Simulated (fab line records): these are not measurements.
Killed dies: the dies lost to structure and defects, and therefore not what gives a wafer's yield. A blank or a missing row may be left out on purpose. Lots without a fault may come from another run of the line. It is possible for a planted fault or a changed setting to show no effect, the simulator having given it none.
fab line records | flow n5Finfet
record: lots: 3 | wafers: 9 | lastDay: 17
route steps=1938 shown STI_FIN_REVEAL@209 DUMMY_GATE@212 SPACER0@261 SD_EPI_N@272 BEOL_M4@1111 PASSIVATION@1936
lots with no fault: from the same line, run without faults
startH: hours from the record's first day to the start of the lot's first wafer shown | waitH: time in hours since the lot's previous step | " the same as in the row above | L1.1+2: one row covering several wafers at once | - no value, or no start was given | * or withheld: withheld | < > ~ a bound
route shown NAME@n: names a module that has steps shown in the file, with the first one's number in the route | usual: average and standard deviation across the fault-free wafers | same: alike in all rows | chamber/n: place in a boat | sites: the reading at each site | _std_site: standard deviation of those values | _edge_site: outer sites' mean less inner sites' | radiusMm: how far each site lies from the wafer's centre | mask NAME#n: copy n | behind: the last tool/chamber to shape the wafer | hold: why the lot went on hold/how many hours it stayed there/how the hold came to an end | device: names the non-switching transistor (n, p or np) | end of line: at the end of the route, the tests of the same wafers | for a step that has no rows: nothing shown but its recipe | killed: at the first sort, the dies lost to defects and structure; wafer yield is something else | map: shows each die of a wafer: x if killed, . if not, _ if none is there
set.NAME: the setting the step ran with; set.NAME@STEP: the setting that earlier step ran with | model.NAME: the simulator's own value behind a step, which no gauge read
lots seen at some steps along the route; tables by step, rows by wafer
services: the hour from which a tool's chamber was out of use, counted from the record's first day as startH (under 0 if before that day), plus the number of hours and why
== steps ==
step: N5_STI_FIN_REVEAL_PRECLEAN_18
recipe: chemistry: SC2 | timeS: 45 | tempC: 35 | mix: 1:1:50
step: N5_STI_FIN_REVEAL_SRD_28
recipe: dry: ipaMarangoni | timeS: 30 | tempC: 23 | rinseLiquid: diw
step: N5_DUMMY_GATE_PRECLEAN_00
recipe: chemistry: O3/DIW | timeS: 60 | tempC: 22 | o3Ppm: 10
step: N5_DUMMY_GATE_SRD_01
recipe: timeS: 30 | tempC: 23 | rinseLiquid: diw | dry: ipaMarangoni
step: N5_DUMMY_GATE_ALD_02
recipe: material: SiO2 | targetThkA: 20 | tempC: 300 | aldPrecursorFamily: BDEAS | aldCoReactant: O2-plasma | pulseTimeS: 1 | pressureTorr: 2
step: N5_DUMMY_GATE_CVD_03
recipe: material: a-Si | targetThkA: 1500 | tempC: 530 | precursor: SiH4 | timeS: 8042
step: N5_DUMMY_GATE_PRECLEAN_46
recipe: chemistry: DIW | timeS: 89.5 | tempC: 23
step: N5_DUMMY_GATE_SRD_47
recipe: dryTimeS: 32 | dry: n2Spin | spinRpm: 1500
step: N5_DUMMY_GATE_CMP_04
recipe: material: a-Si | postCmpClean: alkalineBrush
step: N5_DUMMY_GATE_HM_DEP_06
recipe: material: SiNx | targetThkA: 800 | precursor: DCS/NH3 | tempC: 700 | pressureMtorr: 300 | timeS: 5141
step: N5_DUMMY_GATE_PECVD_30
recipe: material: SiO2 | targetThkA: 550 | tempC: 400 | precursor: TEOS/O2 | pressureTorr: 6.5 | rfW: withheld | teosFlowSccm: withheld | gas: O2 | flowSccm: 2650 | timeS: 10.8
lot.wafer  | tool     | chamber | startH | waitH
L452.2+3+4 | pecvd-02 | 1,2,1   | 69.89  | 0.0
L467.1+2+6 | pecvd-02 | 1,2,1   | 160.26 | 0.0
L471.1+2+5 | pecvd-04 | 0,2,2   | 184.43 | 0.0
step: N5_DUMMY_GATE_COAT_34
recipe: resist: SOC | tempC: 250 | timeS: 60 | spinRpm: 1500 | resistThkNm: 60
step: N5_DUMMY_GATE_COAT_35
recipe: resist: SiARC | tempC: 220 | timeS: 60 | spinRpm: 1500 | resistThkNm: 10
step: N5_DUMMY_GATE_COAT_28
recipe: resist: underlayer | tempC: 205 | timeS: 60 | spinRpm: 1500 | resistThkNm: 10
step: N5_DUMMY_GATE_COAT_09
recipe: resist: CAR-EUV | spinRpm: 1500 | resistThkNm: 30
step: N5_DUMMY_GATE_EBR_11
recipe: solvent: PGMEA | ebrWidthMm: 1.5
step: N5_DUMMY_GATE_SOFTBAKE_10
recipe: tempC: 110 | timeS: 60 | resist: CAR-EUV
step: N5_DUMMY_GATE_EXPOSE_12
recipe: maskId: GATE | na: 0.33 | sourceShape: annular | sigmaInner: 0.2 | sigmaOuter: 0.6 | polarization: unpolarized | targetCdNm: 25 | doseMj: 34
step: N5_DUMMY_GATE_PEB_13
recipe: pebTempC: 100 | pebTimeS: 60 | resist: CAR-EUV
step: N5_DUMMY_GATE_DEVELOP_14
recipe: developTimeS: 30 | developer: TMAH | resist: CAR-EUV | rinseLiquid: surfactantRinse | dry: airSpin | devTempC: 23
step: N5_DUMMY_GATE_INSPECT_17
recipe: mode: adi | inspectInstrument: brightfield
usual: rawDefectCount: 211/60
lot.wafer | tool             | chamber | startH | waitH | rawDefectCount
L452.2    | defectInspect-02 | -       | 70.45  | 0.0   | 172
L452.3    | "                | -       | "      | "     | 243
L452.4    | "                | -       | "      | "     | 177
L467.1    | defectInspect-02 | -       | 160.81 | 0.1   | 843
L467.2    | "                | -       | "      | "     | 249
L467.6    | "                | -       | "      | "     | 778
L471.1    | defectInspect-02 | -       | 184.85 | 0.1   | 235
L471.2    | "                | -       | "      | "     | 157
L471.5    | "                | -       | "      | "     | 253
step: N5_DUMMY_GATE_DESCUM_20
recipe: chemistry: O2 | timeS: 6.2 | sourcePowerW: 50 | biasPowerW: 20 | pressureMtorr: 20 | rfFrequencyHz: 2.712e+07 | tempC: 40 | resist: CAR-EUV | o2FlowSccm: 225
step: N5_DUMMY_GATE_ETCH_29
recipe: chemistry: N2/H2 | target: underlayer | targetDepthA: 130 | ionEnergyEv: 200 | pressureMtorr: 30 | sourceW: 840 | biasW: 150 | n2FlowSccm: 200 | h2FlowSccm: 200
step: N5_DUMMY_GATE_ETCH_36
recipe: chemistry: CF4 | target: SiARC | targetDepthA: 130 | pressureMtorr: 40 | sourceW: 545 | biasW: 36 | Ar_flow_sccm: 100 | cf4FlowSccm: 100 | ionEnergyEv: 80
step: N5_DUMMY_GATE_ETCH_37
recipe: chemistry: N2/H2 | target: SOC | targetDepthA: 600 | overetchA: 300 | tempC: 40 | ionEnergyEv: 200 | pressureMtorr: 30 | sourceW: 840 | biasW: 150 | n2FlowSccm: 200 | h2FlowSccm: 200
step: N5_DUMMY_GATE_STRIP_38
recipe: chemistry: N2/H2 | tempC: 40 | n2FlowSccm: 200 | h2FlowSccm: 200 | rfFrequencyHz: 6e+07
step: N5_DUMMY_GATE_STRIP_39
recipe: chemistry: N2/H2 | tempC: 40 | n2FlowSccm: 200 | h2FlowSccm: 200 | rfFrequencyHz: 6e+07
step: N5_DUMMY_GATE_TRIM_49
recipe: chemistry: O2 | resist: SOC | timeS: 29 | targetCdNm: 14 | sourcePowerW: 300 | biasPowerW: 0 | O2_flow_sccm: 100 | tempC: 20
step: N5_DUMMY_GATE_STRIP_40
recipe: chemistry: CF4 | resist: SiARC | powerW: 300 | biasPowerW: 75 | pressureMtorr: 50 | cf4FlowSccm: 150 | rfFrequencyHz: 6e+07
step: N5_DUMMY_GATE_ETCH_31
recipe: chemistry: C4F6/O2 | target: SiO2 | maskMaterial: SOC | targetDepthA: 825 | timeS: 27.5 | ionEnergyEv: 250 | pressureMtorr: 30 | sourceW: 345 | biasW: 185 | Ar_flow_sccm: 300 | C4F6_flow_sccm: 10 | O2_flow_sccm: 10
step: N5_DUMMY_GATE_STRIP_41
recipe: chemistry: O2 | powerW: 400 | tempC: 40 | pressureMtorr: 30 | rfFrequencyHz: 6e+07 | biasPowerW: 0 | overashFraction: 0.3 | o2FlowSccm: 225
step: N5_DUMMY_GATE_HM_OPEN_21
recipe: chemistry: CH3F/O2 | target: SiNx | targetDepthA: 1200 | Ar_flow_sccm: 150 | CH3F_flow_sccm: 30 | O2_flow_sccm: 23 | timeS: 171.4 | pressureMtorr: 30 | sourceW: 395 | biasW: 73 | ionEnergyEv: 120.7
step: N5_DUMMY_GATE_ETCH_32
recipe: chemistry: CF4 | target: SiO2 | targetDepthA: 35 | timeS: 3.9 | ionEnergyEv: 350 | pressureMtorr: 10 | icpW: 800 | biasW: 400 | cf4FlowSccm: 80
step: N5_DUMMY_GATE_ETCH_23
recipe: chemistry: HBr/Cl2/O2 | HBr_flow_sccm: 150 | Cl2_flow_sccm: 80 | O2_flow_sccm: 12 | biasW: 102 | targetDepthA: 410 | timeS: 22.3 | target: poly-Si | maskMaterial: SiO2 | pressureMtorr: 10 | icpW: 800
step: N5_DUMMY_GATE_ETCH_44
recipe: chemistry: HBr/O2 | overEtchFrac: 0.7 | targetDepthA: 1275 | stopOn: SiO2 | ionEnergyEv: 60 | biasW: 20 | target: poly-Si | maskMaterial: SiO2 | pressureMtorr: 20 | icpW: 400 | HBr_flow_sccm: 120 | O2_flow_sccm: 10
step: N5_DUMMY_GATE_ETCH_42
recipe: chemistry: CHF3/O2 | target: SiO2 | targetDepthA: 35 | timeS: 31 | ionEnergyEv: 30 | biasW: 12 | pressureMtorr: 30 | sourceW: 600 | Ar_flow_sccm: 200 | CHF3_flow_sccm: 50 | O2_flow_sccm: 5
step: N5_DUMMY_GATE_INSPECT_27
recipe: inspectInstrument: brightfield | mode: aei
usual: rawDefectCount: 323/95
lot.wafer | tool             | chamber | startH | waitH | rawDefectCount
L452.2    | defectInspect-02 | -       | 71.89  | 0.0   | 273
L452.3    | "                | -       | "      | "     | 380
L452.4    | "                | -       | "      | "     | 261
L467.1    | defectInspect-02 | -       | 162.21 | 0.0   | 972
L467.2    | "                | -       | "      | "     | 375
L467.6    | "                | -       | "      | "     | 904
L471.1    | defectInspect-01 | -       | 186.04 | 0.0   | 312
L471.2    | "                | -       | "      | "     | 251
L471.5    | "                | -       | "      | "     | 381
step: N5_SPACER0_INSPECT_04
recipe: inspectInstrument: darkfield | mode: postDep
usual: rawDefectCount: 146/36
lot.wafer | tool             | chamber | startH | waitH | rawDefectCount
L452.2    | defectInspect-01 | -       | 72.49  | 0.1   | 130
L452.3    | "                | -       | "      | "     | 162
L452.4    | "                | -       | "      | "     | 113
L467.1    | defectInspect-01 | -       | 163.19 | 0.1   | 770
L467.2    | "                | -       | "      | "     | 166
L467.6    | "                | -       | "      | "     | 739
L471.1    | defectInspect-01 | -       | 186.64 | 0.1   | 115
L471.2    | "                | -       | "      | "     | 89
L471.5    | "                | -       | "      | "     | 152
step: N5_SD_EPI_N_INSPECT_11
recipe: mode: adi | inspectInstrument: macro
usual: rawDefectCount: 2.2/1.3
lot.wafer | tool             | chamber | startH | waitH | rawDefectCount
L452.2    | defectInspect-02 | -       | 72.95  | 0.0   | 3
L452.3    | "                | -       | "      | "     | 3
L452.4    | "                | -       | "      | "     | 3
L467.1    | defectInspect-01 | -       | 163.52 | 0.0   | >300
L467.2    | "                | -       | "      | "     | 1
L467.6    | "                | -       | "      | "     | >300
L471.1    | defectInspect-02 | -       | 186.97 | 0.0   | 2
L471.2    | "                | -       | "      | "     | 3
L471.5    | "                | -       | "      | "     | 2
step: N5_SD_EPI_N_INSPECT_26
recipe: inspectInstrument: darkfield | mode: postEpi
usual: rawDefectCount: 217/41
lot.wafer | tool             | chamber | startH | waitH | rawDefectCount
L452.2    | defectInspect-02 | -       | 77.74  | 0.1   | 186
L452.3    | "                | -       | "      | "     | 224
L452.4    | "                | -       | "      | "     | 169
L467.1    | defectInspect-02 | -       | 167.57 | 0.1   | 828
L467.2    | "                | -       | "      | "     | 217
L467.6    | "                | -       | "      | "     | 778
L471.1    | defectInspect-01 | -       | 191.10 | 0.1   | 175
L471.2    | "                | -       | "      | "     | 140
L471.5    | "                | -       | "      | "     | 198
step: N5_BEOL_M4_RC_MEAS_101
usual: DIBL_N: 35.9/1.9 | DIBL_P: 35.8/2.4 | IOFF_N: 0.15/0.031 | IOFF_P: 0.21/0.037 | ION_N: 672/13 | ION_P: 462/8.3 | SS_N: 71.5/0.72 | SS_P: 73.2/0.67 | VT_N: 250/3.4 | VT_P: -250/3.4
lot.wafer | tool      | chamber | startH | waitH | DIBL_N[mV/V] | DIBL_P[mV/V] | IOFF_N[nA/um] | IOFF_P[nA/um] | ION_N[uA/um] | ION_P[uA/um] | SS_N[mV/dec] | SS_P[mV/dec] | VT_N[mV] | VT_P[mV]
L452.2    | prober-01 | 0       | 205.13 | 0.2   | 36.1         | 32.8         | 0.14          | 0.18          | 651          | 448          | 71.2         | 72.5         | 251      | -252
L452.3    | "         | 0       | "      | "     | 37.3         | 34.8         | 0.16          | 0.20          | 669          | 459          | 71.8         | 73.5         | 250      | -252
L452.4    | "         | 0       | "      | "     | 33.7         | 31.9         | 0.11          | 0.17          | 658          | 457          | 71.0         | 72.4         | 256      | -254
L467.1    | prober-01 | 0       | 275.74 | 0.0   | 36.2         | 33.9         | 0.15          | 0.19          | 668          | 463          | 72.5         | 73.2         | 248      | -250
L467.2    | "         | 0       | "      | "     | 30.3         | 27.5         | 0.08          | 0.12          | 652          | 460          | 69.9         | 71.4         | 257      | -255
L467.6    | "         | 0       | "      | "     | 30.9         | 27.9         | 0.09          | 0.13          | 662          | 458          | 70.6         | 72.0         | 253      | -256
L471.1    | prober-02 | 0       | 313.58 | 0.0   | 34.6         | 33.2         | 0.13          | 0.19          | 672          | 468          | 70.9         | 72.1         | 253      | -247
L471.2    | "         | 0       | "      | "     | 33.2         | 31.9         | 0.11          | 0.18          | 656          | 461          | 71.2         | 71.9         | 255      | -248
L471.5    | "         | 0       | "      | "     | 34.8         | 33.0         | 0.13          | 0.19          | 670          | 464          | 70.8         | 72.3         | 255      | -250
step: N5_PASSIVATION_PROBE_49
usual: defectLimitedYield: 91.6/1.2 | killed_at_M0_to_M3: 33/9.4 | killed_at_M4_up: 13/5.2 | killedAtContacts: 13/5.6 | killedAtFrontEnd: 37/9.5 | killedAtOther: 4/3.1 | killedDies: 99/15 | killedOnRim: 13/3.6 | killedOpen: 65/11 | killedShort: 32/7.5 | sort_bin_5_function: 4.9/0.77 | sort_bin_6_memory: 3.1/0.65 | sort_bin_8_speed: 0.01/0.056 | sortNPass: 1081/15 | sortYieldPct: 91.6/1.2
same: grossDies: 1180 | killedAtBackSide: 0 | sort_bin_4_leakage[%]: 0
lot.wafer | tool      | chamber | startH | waitH | defectLimitedYield[%] | killed_at_M0_to_M3 | killed_at_M4_up | killedAtContacts | killedAtFrontEnd | killedAtOther | killedDies | killedOnRim | killedOpen | killedShort | sort_bin_5_function[%] | sort_bin_6_memory[%] | sort_bin_8_speed[%] | sortNPass | sortYieldPct[%]
L467.1    | prober-01 | -       | 376.33 | 0.0   | 81.9                  | 37                 | 7               | 12               | 156              | 1             | 213        | 28          | 70         | 36          | 10.6                   | 4.9                  | 0                   | 967       | 81.9
L467.6    | prober-01 | -       | 376.58 | 0.3   | 83.2                  | 19                 | 7               | 16               | 154              | 2             | 198        | 32          | 66         | 27          | 10.8                   | 3.9                  | 0                   | 982       | 83.2
killed by level:class
L467.1 DUMMY_GATE:unspecified=101 FIN_SAQP:geometricParticle:open=21 BEOL_M0_SAQP:geometricParticle:short=11 BEOL_M0_SAQP:geometricParticle:open=10 MOL_CONTACT_COAG:geometricParticle:open=9 FIN_SAQP:geometricParticle:short=6 GATE_CUT:geometricParticle:short=5 HKMG_FIN:areaEtch=5
L467.6 DUMMY_GATE:unspecified=104 FIN_SAQP:geometricParticle:open=21 MOL_CONTACT_COAG:geometricParticle:open=14 FIN_SAQP:geometricParticle:short=9 BEOL_M3:geometricParticle:open=7 BEOL_M4:geometricParticle:open=6 BEOL_M0_SAQP:geometricParticle:short=5 ILD0:geometricParticle:open=4
map L467.1 (x killed, . not)
_________________..x.........________________
______________.............x...._____________
___________x.....................x.__________
__________xx................x......x_________
________xxx.x....x....x.......x...x..._______
_______xxxxxx.............x............______
______xxxxxxx...xx......x......xxx......_____
_____xxxxxxxxxxx......x..................____
____xxxxxxxxxxx..x......x.x.x.............___
___xxxxxxxxxxxx.......x............x....x..__
___xxxxxxxxxxxx...............x....x.......__
__xxxxxxxxxxxx...x.x...x........xx.....x...._
__xxxxxxxxxxxxx......x..x.............xxx..._
_..xxxxxxx.xxxx....x...................x....x
_...xx...xx.x..........x...x.................
_.....xx.xx....x...............x.............
_..x..................x..x....x..............
_..................x.........x.xx............
_.....x.x..x..x.....x.......x...x.........x..
_.........................................x..
_...xx.......................x............x.x
__...x........x.....x....x..............x..._
__.............x...............x..x....x..x._
___................x....x......xx..........__
___.....x...x.......................x......__
____.............x...............x..x.x...___
_____.....x....................x.xx......____
______.................xx............x.._____
_______................................______
________.........x...........x........_______
__________.....x..........x........._________
___________....x...................__________
______________......x..........x_____________
_________________.........x..________________
map L452.3 (x killed, . not)
_________________.........x..________________
______________..x..............._____________
___________...x................x...__________
__________......x..................._________
________..x.......x.....x.x...x.....x._______
_______...............x................______
______.x..................x.....x......._____
_____.....x..x.......x...x.............x.____
____.......x.....x..................x.....___
___....................................x...__
___................................x.......__
__.....x................x.......x.....x....._
__........................x...............x._
_x.........................x..x...x..........
_.............x......x.........x....x........
_...x.x.xx.....x........................xx...
_.......x................xxx.................
_.........x.....x.......x.x...x.......x......
_.x......x...............................x...
_...x..x...x.....................x.........x.
_....x....x...........x...................x..
__...x..x..........x.......x.............x.._
__..x........x.......x.....................x_
___..x.x...................................__
___................x...x..............x.x..__
____..x......x............................___
_____.x.x............x..x................____
______.x.........x....x............xx..._____
_______.....x.............x............______
________x......xx.....x.....x........._______
__________...x........x.x..........._________
___________......x........x........__________
______________.....x......x....._____________
_________________............________________
== services ==
tool     | chamber | startH | hours | kind
pecvd-02 | -       | 54.54  | 6.0   | pm
pecvd-02 | 2       | 82.80  | 5.5   | scheduledDown
pecvd-02 | 1       | 130.41 | 2.1   | scheduledDown
pecvd-04 | 0       | 154.02 | 4.6   | repair
pecvd-02 | 1       | 178.29 | 16.5  | scheduledDown
== key ==
firstSign: step: N5_DUMMY_GATE_INSPECT_17 | reading: rawDefectCount | direction: up | sigmas: 9.9 | usual: 211 | struck: 810
effect: step: N5_DUMMY_GATE_INSPECT_27 | reading: rawDefectCount | direction: up | sigmas: 6.5 | usual: 323 | struck: 938
effect: step: N5_SPACER0_INSPECT_04 | reading: rawDefectCount | direction: up | sigmas: 17 | usual: 146 | struck: 754
effect: step: N5_SD_EPI_N_INSPECT_11 | reading: rawDefectCount | direction: up | sigmas: 99+ | usual: 2.2 | struck: >300
effect: step: N5_SD_EPI_N_INSPECT_26 | reading: rawDefectCount | direction: up | sigmas: 14 | usual: 217 | struck: 803
effect: step: N5_PASSIVATION_PROBE_49 | reading: killedAtFrontEnd | direction: up | sigmas: 12 | usual: 37 | struck: 155
moreKillsBornAt: N5_DUMMY_GATE_PECVD_30@pecvd-02: 205
metAt N5_DUMMY_GATE_PECVD_30
struckWafers L467.1,L467.6
onsetBetween 69.89 160.26
fault: kind: chamberParticleSource | tool: pecvd-02 | chamber: 1 | onsetH: 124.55 | steps: N5_DUMMY_GATE_PECVD_30 | ratePerVisitCm2: 0.84692 | endH: 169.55
